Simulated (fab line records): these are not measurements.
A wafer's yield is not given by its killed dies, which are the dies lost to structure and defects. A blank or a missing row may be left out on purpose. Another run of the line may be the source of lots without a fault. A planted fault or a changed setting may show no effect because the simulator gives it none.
fab line records | flow n5_finfet | part 1 of 2: steps 1 to 4 of 6
record lots=17 | wafers=51 | last_day=17
route steps=1938 shown MOL_CONTACT_COAG@578 BEOL_M0_SAQP@659
lots untouched by any fault: they come from a run of this same line in which no faults occurred
start_h: hours from the record's first day to the start of the lot's first wafer shown | wait_h: time in hours since the lot's previous step | " as in the row above | L1.1+2: one row covering several wafers at once | - no value, or no start was given | * or withheld: withheld | < > ~ a bound
route shown NAME@n: a module of which the file shows steps, and the number in the route of the first | usual: the fault-free wafers' mean and standard deviation | same: alike in all rows | chamber/n: place in a boat | sites: each site's reading | _std_site: standard deviation of those values | _edge_site: inner sites' mean taken away from outer sites' mean | radius_mm: for every site, how far away it sits from the centre of the wafer | mask NAME#n: copy n | behind: the last tool/chamber to shape the wafer | hold: reason for holding the lot/hours on hold/outcome of the hold | device: the transistor (n, p or np) that didn't switch | end of line: the same wafers' tests at the end of the route | where a step has no rows: the recipe by itself | killed: count of dies lost to structure and defects at first sort (not the wafer's yield) | map: shows each die of a wafer: x if killed, . if not, _ if none is there
set.NAME: the setting as run; set.NAME@STEP: as run at that earlier step | model.NAME: the simulator's own value behind a step, which no gauge read
a sample of lots followed through the steps of the route, with each step as a table and each wafer as a row
services: a tool's chamber out of use, with start hour (start_h, from the record's first day; less than 0 if before it), hours out, and reason
## steps
# step N5_MOL_CONTACT_COAG_ETCH_90
# recipe chemistry=CF4 | target=SiARC | target_depth_a=130 | mask_material=CAR-EUV | time_s=21.7 | ion_energy_ev=80 | pressure_mtorr=40 | source_w=545 | bias_w=36 | Ar_flow_sccm=100 | cf4_flow_sccm=100 | ends=cleared
# usual bias_w=36.00/0.11 | cf4_flow_sccm=100.05/0.29 | chamber_pressure_mTorr=40.00/0.034 | drypump_motor_current_A=5.7/0.6 | etch_rf_on_time_s=21.7/0.47 | oes_product_au=0.66/0.074 | rf_fwd_power_W=531.2/1.5 | rf_vpp_V=184.0/1.1 | showerhead_plenum_p_Torr=2.14/0.077 | throttle_valve_pct=15.70/0.29
lot.wafer | tool        | chamber | start_h | wait_h | bias_w | cf4_flow_sccm | chamber_pressure_mTorr | drypump_motor_current_A | etch_rf_on_time_s | oes_product_au | rf_fwd_power_W | rf_hours_counter_h | rf_vpp_V | showerhead_plenum_p_Torr | throttle_valve_pct
L075.1    | rie_diel-05 | 0       | 104.53  | 0.0    | 36.06  | 100.48        | 39.97                  | 4.8                     | 21.0              | 0.61           | 529.1          | 214                | 183.2    | 2.04                     | 15.84
L075.3    | "           | 1       | "       | "      | 35.98  | 99.85         | 39.93                  | 5.3                     | 21.5              | 0.59           | 533.2          | 225                | 183.1    | 2.02                     | 15.96
L075.5    | "           | 1       | "       | "      | 36.04  | 99.89         | 39.99                  | 5.3                     | 21.1              | 0.59           | 529.0          | -                  | 184.9    | 2.02                     | 15.98
L076.1    | rie_diel-04 | 0       | 111.29  | 0.0    | 36.07  | 99.95         | 40.00                  | 6.7                     | 22.1              | 0.63           | 531.9          | 160                | 185.6    | 2.23                     | 15.66
L076.3    | "           | 1       | "       | "      | 35.97  | 100.28        | 40.02                  | 5.9                     | 20.9              | 0.63           | 532.4          | 210                | 186.0    | 2.21                     | 16.17
L076.5    | "           | 1       | "       | "      | 35.88  | 100.39        | 40.00                  | 5.8                     | 21.1              | 0.62           | 533.6          | -                  | 186.6    | 2.21                     | 16.18
L077.1    | rie_diel-06 | 0       | 116.01  | 0.0    | 36.04  | 99.77         | 39.99                  | 6.2                     | 21.9              | 0.60           | 531.9          | 222                | 183.6    | 2.11                     | 16.01
L077.3    | "           | 3       | "       | "      | 36.00  | 100.21        | 40.04                  | 5.9                     | 22.3              | 0.70           | 529.7          | 71                 | 182.4    | 2.16                     | 15.52
L077.6    | "           | 2       | "       | "      | 36.06  | 99.77         | 40.03                  | 5.1                     | 22.6              | 0.68           | 532.0          | -                  | 184.3    | 2.29                     | 15.43
L078.1    | rie_diel-06 | 0       | 125.55  | 0.0    | 36.05  | 99.69         | 40.02                  | 6.2                     | 21.7              | 0.60           | 531.7          | 225                | 183.7    | 2.11                     | 16.01
L078.3    | "           | 2       | "       | "      | 35.98  | 99.60         | 39.95                  | 5.1                     | 22.3              | 0.69           | 529.8          | 66                 | 185.3    | 2.29                     | 15.45
L078.6    | "           | 0       | "       | "      | 35.96  | 99.91         | 40.00                  | 6.2                     | 21.7              | 0.60           | 531.1          | -                  | 183.2    | 2.11                     | 16.01
L079.1    | rie_diel-05 | 3       | 129.96  | 0.0    | 35.98  | 100.49        | 39.98                  | 6.3                     | 22.0              | 0.59           | 529.6          | 249                | 185.3    | 2.18                     | 15.76
L079.3    | "           | 1       | "       | "      | 36.21  | 99.84         | 40.02                  | 5.3                     | 21.4              | 0.58           | 532.2          | 233                | 181.2    | 2.02                     | 15.98
L079.6    | "           | 2       | "       | "      | 36.01  | 100.23        | 40.01                  | 5.3                     | 21.8              | 0.75           | 532.0          | -                  | 183.9    | 2.16                     | 15.10
L081.2    | rie_diel-05 | 2       | 139.50  | 0.0    | 35.87  | 100.43        | 40.04                  | 5.3                     | 21.8              | 0.75           | 530.7          | 32                 | 185.8    | 2.16                     | 15.10
L081.3    | "           | 0       | "       | "      | 35.92  | 99.97         | 39.99                  | 4.8                     | 21.0              | 0.60           | 531.7          | 227                | 184.2    | 2.04                     | 15.86
L081.5    | "           | 2       | "       | "      | 36.06  | 100.33        | 40.02                  | 5.3                     | 21.8              | 0.75           | 529.7          | -                  | 185.0    | 2.16                     | 15.12
L082.1    | rie_diel-04 | 1       | 150.26  | 0.0    | 35.96  | 99.88         | 39.99                  | 5.9                     | 21.0              | 0.61           | 529.9          | 225                | 185.0    | 2.20                     | 16.21
L082.2    | "           | 2       | "       | "      | 35.87  | 99.82         | 40.05                  | 5.6                     | 22.5              | 0.56           | 529.6          | 248                | 183.5    | 2.09                     | 15.84
L082.3    | "           | 3       | "       | "      | 36.09  | 99.88         | 39.92                  | 6.2                     | 22.3              | 0.65           | 527.0          | 113                | 183.3    | 2.08                     | 15.86
L084.2    | rie_diel-05 | 1       | 156.81  | 0.0    | 35.97  | 100.01        | 40.03                  | 5.3                     | 21.1              | 0.59           | 533.4          | 245                | 183.9    | 2.01                     | 16.01
L084.3    | "           | 3       | "       | "      | 36.08  | 100.03        | 40.09                  | 6.3                     | 21.0              | 0.85           | 533.2          | 1                  | 183.3    | 2.18                     | 15.31
L084.5    | "           | 1       | "       | "      | 36.12  | 99.70         | 39.98                  | 5.3                     | 21.1              | 0.58           | 530.0          | -                  | 183.5    | 2.01                     | 16.01
L085.3    | rie_diel-05 | 0       | 164.48  | 0.0    | 35.90  | 100.04        | 40.03                  | 4.8                     | 21.1              | 0.59           | 529.5          | 237                | 183.9    | 2.03                     | 15.89
L085.4    | "           | 2       | "       | "      | 36.17  | 100.23        | 39.99                  | 5.3                     | 22.0              | 0.74           | 529.0          | 42                 | 182.6    | 2.16                     | 15.14
L085.6    | "           | 2       | "       | "      | 35.93  | 100.16        | 39.89                  | 5.3                     | 21.8              | 0.74           | 529.6          | -                  | 183.2    | 2.16                     | 15.14
L086.1    | rie_diel-04 | 1       | 169.31  | 0.0    | 35.86  | 100.03        | 39.98                  | 5.9                     | 21.0              | 0.60           | 528.2          | 232                | 184.7    | 2.20                     | 16.21
L086.3    | "           | 0       | "       | "      | 35.98  | 99.82         | 40.03                  | 6.7                     | 21.7              | 0.64           | 531.6          | 179                | 186.2    | 2.22                     | 15.71
L086.4    | "           | 0       | "       | "      | 36.04  | 99.65         | 39.95                  | 6.7                     | 21.7              | 0.63           | 532.4          | -                  | 184.7    | 2.22                     | 15.69
L087.1    | rie_diel-06 | 2       | 175.31  | 0.0    | 35.89  | 99.65         | 40.05                  | 5.1                     | 22.2              | 0.67           | 529.5          | 88                 | 185.7    | 2.28                     | 15.50
L087.3    | "           | 3       | "       | "      | 36.00  | 100.30        | 40.01                  | 5.9                     | 22.0              | 0.68           | 531.1          | 95                 | 184.4    | 2.16                     | 15.58
L087.6    | "           | 3       | "       | "      | 35.94  | 99.77         | 40.03                  | 5.9                     | 22.2              | 0.67           | 529.5          | -                  | 183.2    | 2.16                     | 15.58
L088.1    | rie_diel-04 | 2       | 182.04  | 0.0    | 36.23  | 100.28        | 39.98                  | 5.7                     | 22.1              | 0.85           | 530.3          | 0                  | 182.7    | 2.09                     | 15.38
L088.3    | "           | 3       | "       | "      | 35.84  | 100.64        | 39.98                  | 6.2                     | 22.2              | 0.65           | 533.9          | 127                | 182.8    | 2.07                     | 15.89
L088.5    | "           | 0       | "       | "      | 36.05  | 99.67         | 39.98                  | 6.7                     | 21.7              | 0.63           | 530.0          | -                  | 186.2    | 2.22                     | 15.70
L089.4    | rie_diel-04 | 0       | 188.63  | 0.0    | 36.02  | 99.55         | 40.03                  | 6.7                     | 22.0              | 0.63           | 532.3          | 188                | 184.0    | 2.22                     | 15.71
L089.5    | "           | 2       | "       | "      | 36.18  | 100.39        | 40.00                  | 5.7                     | 22.4              | 0.82           | 528.4          | -                  | 184.3    | 2.09                     | 15.38
L089.6    | "           | 3       | "       | "      | 36.05  | 100.22        | 40.00                  | 6.2                     | 22.4              | 0.65           | 529.8          | -                  | 184.3    | 2.07                     | 15.88
L090.1    | rie_diel-06 | 0       | 194.57  | 0.0    | 35.85  | 100.03        | 39.99                  | 6.3                     | 21.6              | 0.59           | 533.5          | 249                | 183.8    | 2.10                     | 16.08
L090.2    | "           | 1       | "       | "      | 36.00  | 100.18        | 40.05                  | 4.8                     | 21.9              | 0.60           | 530.5          | 212                | 182.1    | 2.11                     | 15.81
L090.5    | "           | 0       | "       | "      | 35.99  | 100.04        | 40.01                  | 6.2                     | 21.4              | 0.59           | 532.5          | -                  | 185.4    | 2.10                     | 16.07
L094.1    | rie_diel-04 | 3       | 221.11  | 0.0    | 35.82  | 100.47        | 40.01                  | 6.2                     | 22.2              | 0.64           | 533.2          | 140                | 184.6    | 2.07                     | 15.90
L094.4    | "           | 2       | "       | "      | 36.10  | 100.32        | 39.97                  | 5.7                     | 22.0              | 0.79           | 531.4          | -                  | 183.7    | 2.08                     | 15.40
L094.6    | "           | 0       | "       | "      | 36.06  | 100.14        | 40.02                  | 6.7                     | 21.4              | 0.63           | 532.6          | -                  | 184.6    | 2.21                     | 15.74
L095.1    | rie_diel-04 | 0       | 221.89  | 0.0    | 35.99  | 99.71         | 39.98                  | 6.7                     | 21.3              | 0.63           | 532.7          | 200                | 183.6    | 2.21                     | 15.73
L095.3    | "           | 2       | "       | "      | 35.95  | 100.26        | 40.00                  | 5.7                     | 22.1              | 0.78           | 530.7          | 15                 | 184.5    | 2.09                     | 15.40
L095.4    | "           | 3       | "       | "      | 36.13  | 99.94         | 39.97                  | 6.2                     | 22.2              | 0.64           | 529.4          | -                  | 182.9    | 2.07                     | 15.91
L096.1    | rie_diel-04 | 2       | 235.05  | 0.0    | 35.99  | 99.87         | 40.07                  | 5.7                     | 22.1              | 0.78           | 532.2          | 20                 | 183.4    | 2.08                     | 15.42
L096.3    | "           | 1       | "       | "      | 35.81  | 99.95         | 40.03                  | 5.9                     | 20.7              | 0.85           | 532.4          | 1                  | 183.9    | 2.19                     | 15.72
L096.4    | "           | 0       | "       | "      | 36.03  | 99.81         | 39.95                  | 6.7                     | 21.6              | 0.62           | 530.9          | 204                | 184.7    | 2.21                     | 15.74
# step N5_MOL_CONTACT_COAG_ETCHBACK_135
# recipe chemistry=CHF3 | target=SiO2 | target_depth_a=250 | time_s=16.7 | ion_energy_ev=200 | pressure_mtorr=30 | source_w=610 | bias_w=170 | Ar_flow_sccm=200 | CHF3_flow_sccm=50
# usual bias_w=170.1/0.49 | chamber_pressure_mTorr=29.997/0.028 | drypump_motor_current_A=5.7/0.58 | oes_f_703_au=0.77/0.081 | oes_product_au=0.78/0.092 | rf_fwd_power_W=599.2/2.7 | rf_vpp_V=532/14 | showerhead_plenum_p_Torr=2.39/0.081 | throttle_valve_pct=18.8/0.31
# same time_s=16.7
lot.wafer | tool        | chamber | start_h | wait_h | bias_w | chamber_pressure_mTorr | drypump_motor_current_A | oes_f_703_au | oes_product_au | rf_fwd_power_W | rf_hours_counter_h | rf_vpp_V | showerhead_plenum_p_Torr | throttle_valve_pct
L075.1    | rie_diel-04 | 3       | 104.91  | 0.0    | 169.4  | 30.019                 | 6.2                     | 0.77         | 0.81           | 598.6          | 96                 | 538      | 2.33                     | 19.1
L075.3    | "           | 1       | "       | "      | 170.3  | 30.010                 | 5.9                     | 0.75         | 0.72           | 600.4          | 208                | 512      | 2.47                     | 19.4
L075.5    | "           | 2       | "       | "      | 169.8  | 29.939                 | 5.7                     | 0.65         | 0.68           | 601.0          | -                  | 544      | 2.32                     | 18.8
L076.1    | rie_diel-04 | 3       | 111.67  | 0.0    | 170.7  | 30.001                 | 6.2                     | 0.76         | 0.79           | 598.7          | 98                 | 538      | 2.33                     | 19.1
L076.3    | "           | 1       | "       | "      | 170.6  | 29.978                 | 5.9                     | 0.75         | 0.72           | 600.2          | 210                | 514      | 2.47                     | 19.4
L076.5    | "           | 0       | "       | "      | 169.9  | 30.040                 | 6.6                     | 0.75         | 0.75           | 599.9          | -                  | 548      | 2.47                     | 18.7
L077.1    | rie_diel-06 | 0       | 116.41  | 0.0    | 169.9  | 29.998                 | 6.2                     | 0.71         | 0.69           | 597.3          | 222                | 515      | 2.35                     | 19.1
L077.3    | "           | 1       | "       | "      | 170.5  | 29.982                 | 4.8                     | 0.74         | 0.71           | 604.1          | 188                | 509      | 2.35                     | 18.8
L077.6    | "           | 2       | "       | "      | 170.0  | 29.972                 | 5.1                     | 0.79         | 0.81           | 596.7          | -                  | 540      | 2.54                     | 18.5
L078.1    | rie_diel-04 | 2       | 126.43  | 0.0    | 169.4  | 30.021                 | 5.7                     | 0.63         | 0.67           | 599.9          | 238                | 542      | 2.32                     | 18.8
L078.3    | "           | 1       | "       | "      | 169.7  | 30.029                 | 5.9                     | 0.74         | 0.72           | 603.5          | 216                | 513      | 2.46                     | 19.4
L078.6    | "           | 2       | "       | "      | 169.9  | 30.008                 | 5.7                     | 0.64         | 0.68           | 598.7          | -                  | 542      | 2.32                     | 18.8
L079.1    | rie_diel-06 | 1       | 130.34  | 0.0    | 170.6  | 29.971                 | 4.8                     | 0.73         | 0.72           | 603.6          | 192                | 508      | 2.35                     | 18.8
L079.3    | "           | 0       | "       | "      | 169.6  | 30.016                 | 6.2                     | 0.71         | 0.70           | 594.1          | 226                | 513      | 2.35                     | 19.1
L079.6    | "           | 1       | "       | "      | 170.5  | 29.994                 | 4.8                     | 0.73         | 0.71           | 603.0          | -                  | 507      | 2.35                     | 18.8
L081.2    | rie_diel-06 | 2       | 140.01  | 0.0    | 169.7  | 30.003                 | 5.1                     | 0.78         | 0.81           | 598.8          | 74                 | 542      | 2.53                     | 18.5
L081.3    | "           | 3       | "       | "      | 168.9  | 29.986                 | 5.8                     | 0.78         | 0.81           | 598.2          | 80                 | 548      | 2.40                     | 18.7
L081.5    | "           | 2       | "       | "      | 169.7  | 29.961                 | 5.1                     | 0.78         | 0.81           | 595.1          | -                  | 540      | 2.53                     | 18.5
L082.1    | rie_diel-06 | 2       | 150.64  | 0.0    | 169.9  | 29.957                 | 5.1                     | 0.78         | 0.81           | 595.8          | 78                 | 540      | 2.53                     | 18.5
L082.2    | "           | 3       | "       | "      | 169.8  | 29.995                 | 5.9                     | 0.78         | 0.81           | 597.5          | 84                 | 549      | 2.40                     | 18.7
L082.3    | "           | 1       | "       | "      | 170.9  | 29.956                 | 4.8                     | 0.73         | 0.71           | 599.5          | 196                | 509      | 2.35                     | 18.8
L084.2    | rie_diel-05 | 1       | 157.19  | 0.0    | 169.6  | 29.983                 | 5.3                     | 0.70         | 0.68           | 602.0          | 245                | 526      | 2.24                     | 19.1
L084.3    | "           | 3       | "       | "      | 168.9  | 30.030                 | 6.3                     | 0.97         | 1.00           | 592.3          | 1                  | 543      | 2.43                     | 18.5
L084.5    | "           | 0       | "       | "      | 170.3  | 30.004                 | 4.8                     | 0.73         | 0.69           | 600.2          | -                  | 528      | 2.27                     | 19.0
L085.3    | rie_diel-05 | 1       | 165.03  | 0.0    | 170.6  | 30.029                 | 5.3                     | 0.70         | 0.67           | 596.5          | 248                | 526      | 2.24                     | 19.1
L085.4    | "           | 3       | "       | "      | 169.6  | 30.026                 | 6.4                     | 0.95         | 0.98           | 595.2          | 4                  | 542      | 2.43                     | 18.5
L085.6    | "           | 1       | "       | "      | 170.1  | 29.967                 | 5.3                     | 0.69         | 0.68           | 594.0          | -                  | 527      | 2.24                     | 19.1
L086.1    | rie_diel-06 | 2       | 169.81  | 0.0    | 170.7  | 29.958                 | 5.1                     | 0.77         | 0.80           | 595.5          | 86                 | 542      | 2.53                     | 18.5
L086.3    | "           | 3       | "       | "      | 169.7  | 29.999                 | 5.9                     | 0.77         | 0.80           | 596.1          | 92                 | 548      | 2.40                     | 18.7
L086.4    | "           | 1       | "       | "      | 170.2  | 29.982                 | 4.8                     | 0.73         | 0.70           | 598.5          | 204                | 509      | 2.34                     | 18.8
L087.1    | rie_diel-05 | 0       | 176.55  | 0.0    | 169.2  | 30.005                 | 4.8                     | 0.72         | 0.68           | 601.3          | 241                | 527      | 2.27                     | 19.1
L087.3    | "           | 3       | "       | "      | 170.4  | 29.989                 | 6.3                     | 0.93         | 0.96           | 594.2          | 9                  | 541      | 2.43                     | 18.5
L087.6    | "           | 3       | "       | "      | 170.1  | 29.957                 | 6.3                     | 0.93         | 0.95           | 593.6          | -                  | 541      | 2.43                     | 18.5
L088.1    | rie_diel-06 | 0       | 182.42  | 0.0    | 170.5  | 29.969                 | 6.2                     | 0.70         | 0.68           | 595.3          | 244                | 514      | 2.34                     | 19.2
L088.3    | "           | 3       | "       | "      | 169.9  | 30.033                 | 5.9                     | 0.76         | 0.80           | 601.6          | 97                 | 549      | 2.40                     | 18.7
L088.5    | "           | 3       | "       | "      | 169.7  | 29.991                 | 5.8                     | 0.76         | 0.80           | 597.9          | -                  | 550      | 2.39                     | 18.7
L089.4    | rie_diel-05 | 3       | 189.66  | 0.0    | 170.0  | 30.088                 | 6.4                     | 0.92         | 0.95           | 596.6          | 12                 | 542      | 2.43                     | 18.5
L089.5    | "           | 2       | "       | "      | 170.1  | 29.989                 | 5.3                     | 0.83         | 0.86           | 600.5          | -                  | 520      | 2.38                     | 18.2
L089.6    | "           | 3       | "       | "      | 169.5  | 30.006                 | 6.3                     | 0.91         | 0.94           | 596.3          | -                  | 539      | 2.43                     | 18.5
L090.1    | rie_diel-04 | 3       | 194.96  | 0.0    | 170.1  | 30.009                 | 6.2                     | 0.74         | 0.77           | 598.6          | 131                | 538      | 2.32                     | 19.1
L090.2    | "           | 0       | "       | "      | 169.7  | 30.012                 | 6.7                     | 0.73         | 0.73           | 600.3          | 190                | 548      | 2.46                     | 18.8
L090.5    | "           | 0       | "       | "      | 169.9  | 29.978                 | 6.7                     | 0.73         | 0.74           | 599.9          | -                  | 549      | 2.46                     | 18.8
L094.1    | rie_diel-06 | 3       | 221.51  | 0.0    | 169.9  | 29.987                 | 5.9                     | 0.75         | 0.79           | 598.6          | 113                | 547      | 2.39                     | 18.7
L094.4    | "           | 2       | "       | "      | 169.4  | 30.004                 | 5.1                     | 0.75         | 0.78           | 598.2          | -                  | 540      | 2.52                     | 18.6
L094.6    | "           | 1       | "       | "      | 169.9  | 30.013                 | 4.8                     | 0.71         | 0.68           | 604.4          | -                  | 506      | 2.34                     | 18.8
L095.1    | rie_diel-04 | 0       | 222.32  | 0.0    | 169.6  | 30.001                 | 6.7                     | 0.72         | 0.73           | 600.2          | 200                | 548      | 2.46                     | 18.8
L095.3    | "           | 2       | "       | "      | 169.7  | 29.984                 | 5.7                     | 0.87         | 0.94           | 602.7          | 16                 | 543      | 2.31                     | 18.5
L095.4    | "           | 0       | "       | "      | 169.6  | 29.955                 | 6.7                     | 0.71         | 0.73           | 599.4          | -                  | 548      | 2.46                     | 18.8
L096.1    | rie_diel-06 | 1       | 235.55  | 0.0    | 169.9  | 30.012                 | 4.8                     | 0.71         | 0.69           | 599.0          | 228                | 507      | 2.33                     | 18.9
L096.3    | "           | 2       | "       | "      | 169.7  | 29.966                 | 5.1                     | 0.74         | 0.77           | 598.3          | 111                | 541      | 2.52                     | 18.6
L096.4    | "           | 3       | "       | "      | 169.6  | 30.042                 | 5.9                     | 0.75         | 0.78           | 598.3          | 118                | 548      | 2.39                     | 18.7
# step N5_MOL_CONTACT_COAG_CD_MEAS_137
# recipe target_cd_nm=16
# usual cd_nm=15.9/0.43
lot.wafer | tool      | chamber | start_h | wait_h | cd_nm
L075.1    | cd_sem-02 | -       | 105.28  | 0.0    | 16.0
L075.3    | "         | -       | "       | "      | 16.1
L075.5    | "         | -       | "       | "      | 15.1
L076.1    | cd_sem-02 | -       | 112.04  | 0.0    | 15.8
L076.3    | "         | -       | "       | "      | 15.8
L076.5    | "         | -       | "       | "      | 15.6
L077.1    | cd_sem-01 | -       | 116.77  | 0.0    | 15.3
L077.3    | "         | -       | "       | "      | 15.1
L077.6    | "         | -       | "       | "      | 15.9
L078.1    | cd_sem-02 | -       | 126.80  | 0.0    | 15.7
L078.3    | "         | -       | "       | "      | 16.8
L078.6    | "         | -       | "       | "      | 15.8
L079.1    | cd_sem-01 | -       | 130.74  | 0.0    | 15.7
L079.3    | "         | -       | "       | "      | 16.2
L079.6    | "         | -       | "       | "      | 16.0
L081.2    | cd_sem-02 | -       | 140.39  | 0.0    | 15.5
L081.3    | "         | -       | "       | "      | 16.0
L081.5    | "         | -       | "       | "      | 15.3
L082.1    | cd_sem-01 | -       | 151.01  | 0.0    | 15.6
L082.2    | "         | -       | "       | "      | 15.9
L082.3    | "         | -       | "       | "      | 16.4
L084.2    | cd_sem-02 | -       | 157.57  | 0.0    | 16.3
L084.3    | "         | -       | "       | "      | 15.8
L084.5    | "         | -       | "       | "      | 16.2
L085.3    | cd_sem-03 | -       | 165.40  | 0.0    | 16.0
L085.4    | "         | -       | "       | "      | 15.5
L085.6    | "         | -       | "       | "      | 16.0
L086.1    | cd_sem-02 | -       | 170.17  | 0.0    | 15.7
L086.3    | "         | -       | "       | "      | 15.4
L086.4    | "         | -       | "       | "      | 15.7
L087.1    | cd_sem-01 | -       | 176.92  | 0.0    | 16.3
L087.3    | "         | -       | "       | "      | 15.6
L087.6    | "         | -       | "       | "      | 15.6
L088.1    | cd_sem-03 | -       | 182.79  | 0.0    | 15.6
L088.3    | "         | -       | "       | "      | 16.2
L088.5    | "         | -       | "       | "      | 15.5
L089.4    | cd_sem-01 | -       | 190.03  | 0.0    | 16.1
L089.5    | "         | -       | "       | "      | 15.4
L089.6    | "         | -       | "       | "      | 16.1
L090.1    | cd_sem-01 | -       | 195.33  | 0.0    | 16.7
L090.2    | "         | -       | "       | "      | 16.8
L090.5    | "         | -       | "       | "      | 16.0
L094.1    | cd_sem-02 | -       | 221.91  | 0.0    | 15.9
L094.4    | "         | -       | "       | "      | 15.2
L094.6    | "         | -       | "       | "      | 16.2
L095.1    | cd_sem-03 | -       | 222.69  | 0.0    | 15.8
L095.3    | "         | -       | "       | "      | 15.3
L095.4    | "         | -       | "       | "      | 16.2
L096.1    | cd_sem-03 | -       | 235.92  | 0.0    | 15.3
L096.3    | "         | -       | "       | "      | 15.5
L096.4    | "         | -       | "       | "      | 15.2
# step N5_MOL_CONTACT_COAG_OVL_MEAS_41
# recipe points_per_wafer=522
# usual VD_OVL=-0.2/0.55
lot.wafer | tool       | chamber | start_h | wait_h | VD_OVL[nm]
L075.1    | overlay-01 | 0       | 105.75  | 0.0    | -0.1
L075.3    | "          | 0       | "       | "      | 0.4
L075.5    | "          | 0       | "       | "      | 0.0
L076.1    | overlay-01 | 0       | 112.39  | 0.0    | -0.6
L076.3    | "          | 0       | "       | "      | 0.4
L076.5    | "          | 0       | "       | "      | 0.2
L077.1    | overlay-02 | 0       | 117.12  | 0.0    | -0.3
L077.3    | "          | 0       | "       | "      | 0.6
L077.6    | "          | 0       | "       | "      | -0.1
L078.1    | overlay-01 | 0       | 127.16  | 0.0    | -0.7
L078.3    | "          | 0       | "       | "      | -1.2
L078.6    | "          | 0       | "       | "      | -0.6
L079.1    | overlay-02 | 0       | 131.21  | 0.0    | -0.6
L079.3    | "          | 0       | "       | "      | -0.1
L079.6    | "          | 0       | "       | "      | 0.5
L081.2    | overlay-02 | 0       | 140.74  | 0.0    | 0.5
L081.3    | "          | 0       | "       | "      | -0.4
L081.5    | "          | 0       | "       | "      | -0.2
L082.1    | overlay-02 | 0       | 151.36  | 0.0    | -1.0
L082.2    | "          | 0       | "       | "      | -1.3
L082.3    | "          | 0       | "       | "      | 0.3
L084.2    | overlay-01 | 0       | 158.05  | 0.0    | 0.0
L084.3    | "          | 0       | "       | "      | -0.3
L084.5    | "          | 0       | "       | "      | 0.7
L085.3    | overlay-02 | 0       | 165.88  | 0.0    | -0.1
L085.4    | "          | 0       | "       | "      | -0.8
L085.6    | "          | 0       | "       | "      | -0.5
L086.1    | overlay-02 | 0       | 170.65  | 0.0    | -1.5
L086.3    | "          | 0       | "       | "      | -1.6
L086.4    | "          | 0       | "       | "      | -1.1
L087.1    | overlay-01 | 0       | 177.27  | 0.0    | -0.2
L087.3    | "          | 0       | "       | "      | -0.6
L087.6    | "          | 0       | "       | "      | -0.1
L088.1    | overlay-01 | 0       | 183.14  | 0.0    | -0.8
L088.3    | "          | 0       | "       | "      | -0.5
L088.5    | "          | 0       | "       | "      | 0.2
L089.4    | overlay-02 | 0       | 190.52  | 0.0    | 0.2
L089.5    | "          | 0       | "       | "      | -0.4
L089.6    | "          | 0       | "       | "      | -0.1
L090.1    | overlay-02 | 0       | 195.68  | 0.0    | 0.0
L090.2    | "          | 0       | "       | "      | 1.0
L090.5    | "          | 0       | "       | "      | -0.2
L094.1    | overlay-01 | 0       | 222.26  | 0.0    | -0.3
L094.4    | "          | 0       | "       | "      | -0.5
L094.6    | "          | 0       | "       | "      | -0.6
L095.1    | overlay-02 | 0       | 223.04  | 0.0    | 0.3
L095.3    | "          | 0       | "       | "      | -0.4
L095.4    | "          | 0       | "       | "      | -0.7
L096.1    | overlay-01 | 0       | 236.27  | 0.0    | 0.4
L096.3    | "          | 0       | "       | "      | 0.6
L096.4    | "          | 0       | "       | "      | 0.0
